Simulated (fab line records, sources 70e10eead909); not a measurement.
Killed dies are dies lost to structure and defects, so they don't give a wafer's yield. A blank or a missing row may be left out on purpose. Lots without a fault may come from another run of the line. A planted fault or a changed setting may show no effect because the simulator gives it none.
fab line records | flow nand_harc
record lots=6 wafers=18 last_day=24
route steps=1159 shown THIN_TSV@1107 END@1159
lots that met no fault: from a run of the same line without faults
start_h: hours from the record's first day to the start of the lot's first wafer shown | wait_h: hours since the lot's step before | " the same as in the row above | L1.1+2: a row that stands for several wafers | - no value, or no start given | * or withheld: withheld | < > ~ a bound
route shown NAME@n: a module of which the file shows steps, and the number in the route of the first | usual: mean/standard deviation of fault-free wafers | same: alike in all rows | chamber/n: place in a boat | sites: the reading at each site | _std_site: their standard deviation | _edge_site: outer sites' mean less inner sites' | radius_mm: how far each site lies from the wafer's centre | mask NAME#n: copy n | behind: the tool/chamber that last shaped the wafer | hold: why the lot was held/for how many hours/how that ended | device: the transistor (n, p or np) that didn't switch | end of line: the same wafers' tests at the end of the route | a step without rows: its recipe alone | killed: dies lost to structure and defects at the first sort, not the wafer's yield | map: a wafer's dies, x killed, . not, _ none there
set.NAME: the setting as run; set.NAME@STEP: as run at that earlier step | model.NAME: the simulator's own value behind a step, which no gauge read
lots at some steps of the route; a table a step, a row a wafer
services: from which hour (start_h, from the record's first day; less than 0 if before it) a tool's chamber was out of use, for how many hours, and why
## steps
# step NHARC_THIN_TSV_DEP_43
# recipe target_thk_a=13285 temp_c=withheld pressure_torr=6.5 rf_w=900 teos_flow_sccm=161.4 flow_sccm=2650 target_thk_nm=1328.5 gas=O2 material=SiO2
# usual chamber_pressure_Torr=6.500/0.015 throttle_valve_pct=15.7/0.61
# columns lot.wafer tool chamber start_h wait_h chamber_pressure_Torr throttle_valve_pct
L163.1 pecvd-04 2 437.34 - 6.515 15.7
L163.4 " 2 " " 6.498 15.7
L163.6 " 0 " " 6.504 14.7
L168.1 pecvd-01 1 460.10 - 6.512 15.3
L168.4 " 1 " " 6.521 15.5
L168.6 " 2 " " 6.494 16.6
L172.2 pecvd-02 0 486.73 - 6.503 16.8
L172.1 " 1 " " 6.492 16.8
L172.5 " 2 " " 6.523 15.3
L173.3 pecvd-04 1 498.97 - 6.509 16.0
L173.6 " 1 " " 6.491 16.0
L173.5 " 2 " " 6.509 15.8
L174.2 pecvd-01 0 521.01 - 6.485 16.4
L174.5 " 2 " " 6.463 16.9
L174.4 " 0 " " 6.476 16.3
L182.3 pecvd-04 0 545.14 - 6.509 14.9
L182.5 " 2 " " 6.511 15.8
L182.6 " 1 " " 6.494 16.1
# step NHARC_THIN_TSV_DEHYDRATE_04
# recipe temp_c=150 time_s=120
# step NHARC_THIN_TSV_HMDS_05
# recipe time_s=30
# step NHARC_THIN_TSV_COAT_06
# recipe spin_rpm=*
# step NHARC_THIN_TSV_SOFTBAKE_07
# recipe temp_c=122 time_s=95
# step NHARC_THIN_TSV_EBR_08
# step NHARC_THIN_TSV_EXPOSE_09
# recipe na=0.55 dose_mj=30.7 mask_id=TSV
# step NHARC_THIN_TSV_PEB_10
# recipe peb_temp_c=118 peb_time_s=85
# step NHARC_THIN_TSV_DEVELOP_11
# recipe time_s=70
# step NHARC_THIN_TSV_CD_MEAS_12
# recipe target_cd_nm=1000 landing_energy_ev=500
# usual cd_nm=1000.6/2.2
# columns lot.wafer tool chamber start_h wait_h cd_nm
L163.1 cd_sem-03 0 438.20 - 999.3
L163.4 " 0 " " 1000.5
L163.6 " 0 " " 1000.9
L168.1 cd_sem-03 0 460.94 - 999.1
L168.4 " 0 " " 998.7
L168.6 " 0 " " 1000.6
L172.1 cd_sem-02 0 487.51 - 998.0
L172.2 " 0 " " 1000.5
L172.5 " 0 " " 998.6
L173.3 cd_sem-03 0 499.67 - 999.4
L173.5 " 0 " " 997.6
L173.6 " 0 " " 999.8
L174.2 cd_sem-02 0 521.76 - 1004.5
L174.4 " 0 " " 997.5
L174.5 " 0 " " 995.1
L182.3 cd_sem-03 0 545.94 - 1000.6
L182.5 " 0 " " 999.6
L182.6 " 0 " " 1000.4
# step NHARC_THIN_TSV_HARDBAKE_13
# recipe temp_c=125 time_s=80
# step NHARC_THIN_TSV_DESCUM_14
# recipe time_s=3 o2_flow_sccm=200 ar_flow_sccm=0 bias_power_w=0 chemistry=O2
# usual drypump_motor_current_A=5.7/0.42 oes_product_au=1.004/0.012 rf_vpp_V=57.7/0.89 showerhead_plenum_p_Torr=1.90/0.087 throttle_valve_pct=11.312/0.0086
# columns lot.wafer tool chamber start_h wait_h drypump_motor_current_A oes_product_au rf_hours_counter_h rf_vpp_V showerhead_plenum_p_Torr throttle_valve_pct
L163.1 rie_diel-08 3 438.37 - 5.4 0.996 13 58.0 1.84 11.315
L163.4 " 0 " " 6.4 1.004 14 57.8 2.00 11.319
L163.6 " 3 " " 5.4 0.999 - 57.8 1.84 11.309
L168.4 rie_diel-08 3 461.10 - 5.4 1.001 15 58.3 1.84 11.306
L168.1 " 0 " " 6.4 0.998 16 59.3 2.00 11.311
L168.6 " 3 " " 5.4 0.994 - 57.9 1.84 11.318
L172.1 rie_diel-02 3 487.68 - 4.8 1.007 10 57.4 2.01 11.319
L172.2 " 0 " " 5.5 0.992 11 57.3 1.95 11.308
L172.5 " 2 " " 5.6 0.993 - 58.4 2.00 11.315
L173.3 rie_diel-08 2 499.83 - 5.2 1.014 1 56.1 1.80 11.304
L173.6 " 2 " " 5.2 1.015 - 58.0 1.80 11.315
L173.5 " 3 " " 5.4 0.998 - 57.5 1.84 11.296
L174.2 rie_diel-08 3 521.93 - 5.4 0.998 2 56.2 1.83 11.314
L174.4 " 1 " " 6.2 1.008 3 57.0 1.89 11.314
L174.5 " 3 " " 5.4 1.001 - 57.5 1.84 11.300
L182.3 rie_diel-13 0 546.10 - 5.9 0.998 4 58.7 1.78 11.310
L182.5 " 3 " " 5.9 1.009 - 58.7 1.95 11.314
L182.6 " 0 " " 5.9 1.004 - 57.3 1.78 11.304
# step NHARC_THIN_TSV_ETCH_44
# recipe target_depth_a=15942 time_s=797.1 cf4_flow_sccm=150 o2_flow_sccm=10 ar_flow_sccm=0 rf_w=300 bias_w=800 chemistry=CF4/O2
# usual drypump_motor_current_A=5.7/0.44 oes_product_au=1.004/0.012 rf_vpp_V=794/4.9 run_length_s=818.5/0.38 showerhead_plenum_p_Torr=1.82/0.079 throttle_valve_pct=16.916/0.0089
# columns lot.wafer tool chamber start_h wait_h drypump_motor_current_A oes_product_au rf_hours_counter_h rf_vpp_V run_length_s showerhead_plenum_p_Torr throttle_valve_pct
L163.1 rie_diel-08 0 438.44 0.1 6.4 0.989 14 799 818.0 1.91 16.913
L163.4 " 3 " " 5.4 1.001 13 789 818.5 1.76 16.921
L163.6 " 1 " " 6.2 1.007 - 794 819.0 1.81 16.895
L168.4 rie_diel-08 3 461.24 0.1 5.4 1.006 15 790 818.6 1.76 16.908
L168.1 " 0 " " 6.4 1.005 17 799 818.3 1.91 16.918
L168.6 " 2 " " 5.2 0.996 - 788 818.1 1.73 16.909
L172.1 rie_diel-02 3 487.76 0.1 4.8 1.011 10 800 819.0 1.92 16.918
L172.2 " 2 " " 5.6 0.992 10 799 818.5 1.91 16.912
L172.5 " 0 " " 5.5 1.002 - 797 818.4 1.87 16.926
L173.3 rie_diel-08 3 500.03 0.2 5.4 0.998 1 789 626.9 1.76 16.907
L173.6 " 1 " " 6.2 1.009 - 791 626.8 1.81 16.899
L173.5 " 2 " " 5.2 0.999 - 788 626.0 1.73 16.898
L174.2 rie_diel-08 1 522.01 0.1 6.2 1.015 3 794 627.0 1.81 16.911
L174.4 " 3 " " 5.4 1.004 2 791 626.5 1.76 16.923
L174.5 " 1 " " 6.2 1.013 - 792 627.1 1.81 16.903
L182.3 rie_diel-13 0 546.18 0.1 5.9 0.998 4 786 818.1 1.72 16.932
L182.5 " 0 " " 5.9 1.010 - 786 818.6 1.72 16.927
L182.6 " 1 " " 5.8 0.981 - 799 819.0 1.90 16.905
# step NHARC_THIN_TSV_ETCH_15
# recipe target_depth_a=30000 bosch_target_overetch_cycles=2 bosch_etch_step_s=2.8 bosch_dep_step_s=1.2 bosch_cycles=14
# usual drypump_motor_current_A=5.7/0.38 he_backside_leak_sccm=2.63/0.2
# same bosch_cycles=14 bosch_etch_step_s=2.8
# columns lot.wafer tool chamber start_h wait_h drypump_motor_current_A he_backside_leak_sccm rf_hours_counter_h
L163.1 rie_si-06 1 439.03 - 5.2 2.45 0.7
L163.4 " 2 " " 6.0 2.81 0.6
L163.6 " 1 " " 5.2 2.33 -
L168.4 rie_si-06 1 461.76 - 5.2 2.38 1.0
L168.1 " 2 " " 6.1 2.74 0.9
L168.6 " 2 " " 6.1 2.78 -
L172.2 rie_si-06 2 488.35 - 6.1 2.80 1.1
L172.1 " 0 " " 5.4 2.66 1.0
L172.5 " 2 " " 6.1 2.77 -
L173.3 rie_si-06 2 500.51 - 6.1 2.72 1.3
L173.5 " 2 " " 6.1 2.82 -
L173.6 " 0 " " 5.4 2.70 -
L174.2 rie_si-03 1 522.62 - 5.2 2.40 0.0
L174.5 " 0 " " 5.3 2.51 -
L174.4 " 1 " " 5.2 2.43 -
L182.3 rie_si-06 1 546.78 - 5.2 2.36 0.0
L182.5 " 1 " " 5.2 2.30 -
L182.6 " 2 " " 6.1 2.77 -
# step NHARC_END_SORT_01
# recipe temp_c=25
# usual defect_limited_yield=95.0/1.6 killed_at_array=30/10 killed_at_other=0.5/0.82 killed_at_periphery=2.9/2 killed_dies=34/11 killed_open=3.2/1.8 killed_short=2.0/1.4 sort_bin_2_pct=1.5/0.68 sort_bin_3_pct=0.28/0.21 sort_bin_4_pct=3.1/0.97 sort_n_pass=643/11 sort_rim_yield_pct=94.6/2.9 sort_yield_pct=95.0/1.6
# same gross_dies=677 sort_bin_5_pct[%]=0 sort_bin_6_pct[%]=0 sort_bin_7_pct[%]=0 sort_bin_8_pct[%]=0 sort_rim_n_gross=106.00
# columns lot.wafer tool chamber start_h wait_h defect_limited_yield[%] killed_at_array killed_at_other killed_at_periphery killed_dies killed_open killed_short sort_bin_2_pct[%] sort_bin_3_pct[%] sort_bin_4_pct[%] sort_n_pass sort_rim_yield_pct[%] sort_yield_pct[%]
L163.1 prober-01 0 458.48 2.5 96.5 22 2 0 24 6 1 1.6 0.15 1.8 653 94.3 96.5
L163.4 prober-01 0 460.85 3.4 96.9 17 1 3 21 2 2 0.9 0.44 1.8 656 98.1 96.9
L163.6 prober-01 0 462.43 4.0 96.9 18 0 3 21 2 1 0.6 0 2.5 656 95.3 96.9
L172.1 prober-01 0 502.54 2.5 95.4 26 1 4 31 6 3 1.3 0.15 3.1 646 96.2 95.4
L172.2 prober-01 0 503.33 2.8 94.7 33 0 3 36 5 5 1.8 0.15 3.4 641 97.2 94.7
L172.5 prober-01 0 505.72 3.7 95.4 30 1 0 31 3 3 1.3 0.30 3.0 646 93.4 95.4
L173.3 prober-01 0 517.51 3.0 0 29 642 6 677 3 6 96.2 0.59 3.2 0 0 0
L173.5 prober-01 0 519.05 3.6 0 25 650 2 677 6 1 96.9 0.59 2.5 0 0 0
L173.6 prober-01 0 519.83 3.9 0 26 647 4 677 3 4 96.9 0.15 3.0 0 0 0
L174.2 prober-01 0 537.33 2.8 0 19 657 1 677 3 3 97.6 0 2.4 0 0 0
L174.4 prober-01 0 538.92 3.4 0 21 655 1 677 4 2 97.5 0 2.5 0 0 0
L174.5 prober-01 0 539.72 3.7 0 12 665 0 677 4 1 98.5 0.15 1.3 0 0 0
L182.3 prober-01 0 575.79 3.1 95.7 25 1 3 29 1 2 0.7 0.15 3.4 648 93.4 95.7
L182.5 prober-01 0 577.39 3.7 96.2 24 1 1 26 3 2 0.7 0 3.1 651 97.2 96.2
L182.6 prober-01 0 578.19 4.0 95.1 29 1 3 33 6 2 1.3 0 3.5 644 89.6 95.1
# killed by level:class
L163.1 A_SLIT:chamber_film_flake=10 A_CONTACT:geometric_particle:open=3 A_CHANNEL_HOLE_D1:chamber_film_flake=3 A_ONON_D1:geometric_particle:open=1 A_BLC:geometric_particle:open=1 A_M0:geometric_particle:open=1 STARTING-WAFER:geometric_particle:short=1 A_CHANNEL_FILL_D1:chamber_film_flake=1
L163.4 A_SLIT:chamber_film_flake=9 A_CONTACT:chamber_film_flake=3 A_STAIRCASE:chamber_film_flake=2 A_SGD_CUT:chamber_film_flake=2 P_STI:geometric_particle:short=1 P_CONTACT:geometric_particle:open=1 P_CONTACT:geometric_particle:short=1 STARTING-WAFER:geometric_particle:open=1
L163.6 A_SLIT:chamber_film_flake=6 A_STAIRCASE:chamber_film_flake=3 P_CONTACT:geometric_particle:open=2 A_CHANNEL_FILL_D1:chamber_film_flake=2 A_SGD_CUT:chamber_film_flake=2 A_CONTACT:chamber_film_flake=2 A_CONTACT:geometric_particle:short=1 P_STI:chamber_film_flake=1
L172.1 A_SLIT:chamber_film_flake=11 A_CHANNEL_HOLE_D1:chamber_film_flake=5 A_WL_FILL:geometric_particle:open=2 A_STAIRCASE:chamber_film_flake=2 A_WL_FILL:chamber_film_flake=2 P_M0:geometric_particle:open=1 P_M0:geometric_particle:short=1 P_M1:geometric_particle:open=1
L172.2 A_SLIT:chamber_film_flake=11 A_CHANNEL_HOLE_D1:chamber_film_flake=6 A_STAIRCASE:chamber_film_flake=5 A_M0:geometric_particle:short=2 P_ZERO_WELL:chamber_film_flake=2 P_M0:geometric_particle:open=1 A_CHANNEL_HOLE_D1:geometric_particle:open=1 A_CHANNEL_FILL_D1:geometric_particle:open=1
L172.5 A_SLIT:chamber_film_flake=9 A_CHANNEL_HOLE_D1:chamber_film_flake=7 A_CONTACT:chamber_film_flake=3 A_STAIRCASE:chamber_film_flake=3 A_WL_FILL:chamber_film_flake=2 A_ONON_D1:geometric_particle:open=1 A_CHANNEL_FILL_D1:geometric_particle:open=1 A_CHANNEL_FILL_D1:geometric_particle:short=1
L173.3 THIN_TSV:area_etch=642 A_CHANNEL_HOLE_D1:chamber_film_flake=14 A_CONTACT:chamber_film_flake=6 A_WL_FILL:geometric_particle:short=3 P_M1:chamber_film_flake=3 P_GATE:geometric_particle:short=1 P_CONTACT:geometric_particle:open=1 A_SOURCE_PLATE:geometric_particle:open=1
L173.5 THIN_TSV:area_etch=650 A_CHANNEL_HOLE_D1:chamber_film_flake=16 A_CHANNEL_FILL_D1:geometric_particle:open=2 A_CONTACT:chamber_film_flake=2 A_WL_FILL:geometric_particle:open=1 A_CONTACT:geometric_particle:short=1 A_CONTACT:geometric_particle:open=1 A_BLC:geometric_particle:open=1
L173.6 THIN_TSV:area_etch=647 A_CHANNEL_HOLE_D1:chamber_film_flake=13 A_CONTACT:chamber_film_flake=3 A_STAIRCASE:chamber_film_flake=2 P_CONTACT:geometric_particle:open=1 A_SOURCE_PLATE:geometric_particle:short=1 A_ONON_D1:geometric_particle:short=1 A_WL_FILL:geometric_particle:short=1
L174.2 THIN_TSV:area_etch=655 A_CHANNEL_HOLE_D1:chamber_film_flake=5 A_STAIRCASE:chamber_film_flake=4 A_WL_FILL:geometric_particle:short=3 A_CONTACT:geometric_particle:open=2 A_CONTACT:chamber_film_flake=2 THIN_TSV:chamber_film_flake=2 A_CHANNEL_FILL_D1:geometric_particle:open=1
L174.4 THIN_TSV:area_etch=651 A_CHANNEL_HOLE_D1:chamber_film_flake=9 THIN_TSV:chamber_film_flake=4 A_STAIRCASE:chamber_film_flake=3 A_CONTACT:geometric_particle:open=2 A_WL_FILL:chamber_film_flake=2 A_CONTACT:chamber_film_flake=2 P_M0:geometric_particle:open=1
L174.5 THIN_TSV:area_etch=664 A_CHANNEL_HOLE_D1:chamber_film_flake=6 A_CHANNEL_FILL_D1:geometric_particle:open=1 A_CONTACT:geometric_particle:open=1 A_BLC:geometric_particle:open=1 A_M0:geometric_particle:open=1 A_M0:geometric_particle:short=1 A_STAIRCASE:chamber_film_flake=1
L182.3 A_CHANNEL_HOLE_D1:chamber_film_flake=14 A_CONTACT:chamber_film_flake=5 A_M0:chamber_film_flake=3 P_CONTACT:geometric_particle:open=1 A_ONON_D1:geometric_particle:short=1 A_CHANNEL_FILL_D1:geometric_particle:short=1 P_ZERO_WELL:chamber_film_flake=1 P_GATE:chamber_film_flake=1
L182.5 A_CHANNEL_HOLE_D1:chamber_film_flake=12 A_CONTACT:chamber_film_flake=4 A_M0:chamber_film_flake=2 A_CHANNEL_FILL_D1:geometric_particle:short=1 A_CHANNEL_FILL_D1:geometric_particle:open=1 A_WL_FILL:geometric_particle:open=1 A_CONTACT:geometric_particle:open=1 A_M0:geometric_particle:short=1
L182.6 A_CHANNEL_HOLE_D1:chamber_film_flake=14 A_CONTACT:chamber_film_flake=4 A_CONTACT:geometric_particle:open=2 P_M2:chamber_film_flake=2 A_M0:chamber_film_flake=2 A_ONON_D1:geometric_particle:short=1 A_ONON_D1:geometric_particle:open=1 A_CHANNEL_HOLE_D1:geometric_particle:open=1
# map L173.3 (x killed, . not)
____________x____________
_________xxxxxxx_________
_______xxxxxxxxxxx_______
______xxxxxxxxxxxxx______
_____xxxxxxxxxxxxxxx_____
____xxxxxxxxxxxxxxxxx____
____xxxxxxxxxxxxxxxxx____
___xxxxxxxxxxxxxxxxxxx___
___xxxxxxxxxxxxxxxxxxx___
__xxxxxxxxxxxxxxxxxxxxx__
__xxxxxxxxxxxxxxxxxxxxx__
_xxxxxxxxxxxxxxxxxxxxxxx_
_xxxxxxxxxxxxxxxxxxxxxxx_
_xxxxxxxxxxxxxxxxxxxxxxx_
_xxxxxxxxxxxxxxxxxxxxxxx_
_xxxxxxxxxxxxxxxxxxxxxxx_
xxxxxxxxxxxxxxxxxxxxxxxxx
xxxxxxxxxxxxxxxxxxxxxxxxx
xxxxxxxxxxxxxxxxxxxxxxxxx
xxxxxxxxxxxxxxxxxxxxxxxxx
xxxxxxxxxxxxxxxxxxxxxxxxx
_xxxxxxxxxxxxxxxxxxxxxxx_
_xxxxxxxxxxxxxxxxxxxxxxx_
_xxxxxxxxxxxxxxxxxxxxxxx_
_xxxxxxxxxxxxxxxxxxxxxxx_
_xxxxxxxxxxxxxxxxxxxxxxx_
__xxxxxxxxxxxxxxxxxxxxx__
__xxxxxxxxxxxxxxxxxxxxx__
___xxxxxxxxxxxxxxxxxxx___
___xxxxxxxxxxxxxxxxxxx___
____xxxxxxxxxxxxxxxxx____
____xxxxxxxxxxxxxxxxx____
_____xxxxxxxxxxxxxxx_____
______xxxxxxxxxxxxx______
_______xxxxxxxxxxx_______
_________xxxxxxx_________
____________x____________
# map L174.2 (x killed, . not)
____________x____________
_________xxxxxxx_________
_______xxxxxxxxxxx_______
______xxxxxxxxxxxxx______
_____xxxxxxxxxxxxxxx_____
____xxxxxxxxxxxxxxxxx____
____xxxxxxxxxxxxxxxxx____
___xxxxxxxxxxxxxxxxxxx___
___xxxxxxxxxxxxxxxxxxx___
__xxxxxxxxxxxxxxxxxxxxx__
__xxxxxxxxxxxxxxxxxxxxx__
_xxxxxxxxxxxxxxxxxxxxxxx_
_xxxxxxxxxxxxxxxxxxxxxxx_
_xxxxxxxxxxxxxxxxxxxxxxx_
_xxxxxxxxxxxxxxxxxxxxxxx_
_xxxxxxxxxxxxxxxxxxxxxxx_
xxxxxxxxxxxxxxxxxxxxxxxxx
xxxxxxxxxxxxxxxxxxxxxxxxx
xxxxxxxxxxxxxxxxxxxxxxxxx
xxxxxxxxxxxxxxxxxxxxxxxxx
xxxxxxxxxxxxxxxxxxxxxxxxx
_xxxxxxxxxxxxxxxxxxxxxxx_
_xxxxxxxxxxxxxxxxxxxxxxx_
_xxxxxxxxxxxxxxxxxxxxxxx_
_xxxxxxxxxxxxxxxxxxxxxxx_
_xxxxxxxxxxxxxxxxxxxxxxx_
__xxxxxxxxxxxxxxxxxxxxx__
__xxxxxxxxxxxxxxxxxxxxx__
___xxxxxxxxxxxxxxxxxxx___
___xxxxxxxxxxxxxxxxxxx___
____xxxxxxxxxxxxxxxxx____
____xxxxxxxxxxxxxxxxx____
_____xxxxxxxxxxxxxxx_____
______xxxxxxxxxxxxx______
_______xxxxxxxxxxx_______
_________xxxxxxx_________
____________x____________
## services
# columns tool chamber start_h hours kind
pecvd-04 - 414.04 1.8 repair
pecvd-01 - 418.14 13.0 pm
pecvd-04 1 433.42 4.3 repair
pecvd-02 - 435.24 22.6 repair
rie_diel-08 3 471.99 20.8 repair
rie_diel-13 2 472.10 4.7 repair
rie_diel-13 - 480.02 9.0 pm
pecvd-01 - 482.25 5.7 repair
rie_diel-02 - 484.34 0.2 repair
rie_diel-08 - 486.27 9.0 pm
rie_si-06 3 498.62 4.8 repair
rie_si-06 1 502.97 2.1 repair
rie_diel-02 - 504.70 9.0 pm
rie_si-03 - 509.00 9.0 pm
rie_si-06 0 509.51 9.2 repair
pecvd-02 - 515.22 13.0 pm
rie_si-03 3 521.88 1.8 repair
rie_diel-02 0 527.82 34.6 repair
rie_si-03 1 529.88 8.4 repair
rie_si-03 0 530.92 10.1 repair
pecvd-04 0 531.00 5.6 repair
rie_si-06 - 534.33 0.7 repair
rie_si-03 2 535.79 8.1 repair
rie_si-06 - 537.00 9.0 pm
## key
first_sign step=NHARC_THIN_TSV_ETCH_44 reading=run_length_s direction=down sigmas=99+ usual=* struck=*
effect step=NHARC_END_SORT_01 reading=killed_at_other direction=up sigmas=99+ usual=0.5 struck=652.7
more_kills_born_at NHARC_THIN_TSV_ETCH_44@rie_diel-08=3909
met_at NHARC_THIN_TSV_ETCH_44
struck_wafers L173.3,L173.5,L173.6,L174.2,L174.4,L174.5
later_rows_left_out L173.3,L173.5,L173.6,L174.2,L174.4,L174.5
onset_between 461.24 500.03
fault kind=process_parameter_drift tool=rie_diel-08 chamber=- onset_h=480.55 steps=NHARC_THIN_TSV_ETCH_44 channel=time_s offset=* shape=step end_h=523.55 acts_in=* stated=*
# later_rows_left_out: the simulator's readings of these wafers behind a module that went badly wrong aren't trusted and aren't shown, but for the sort
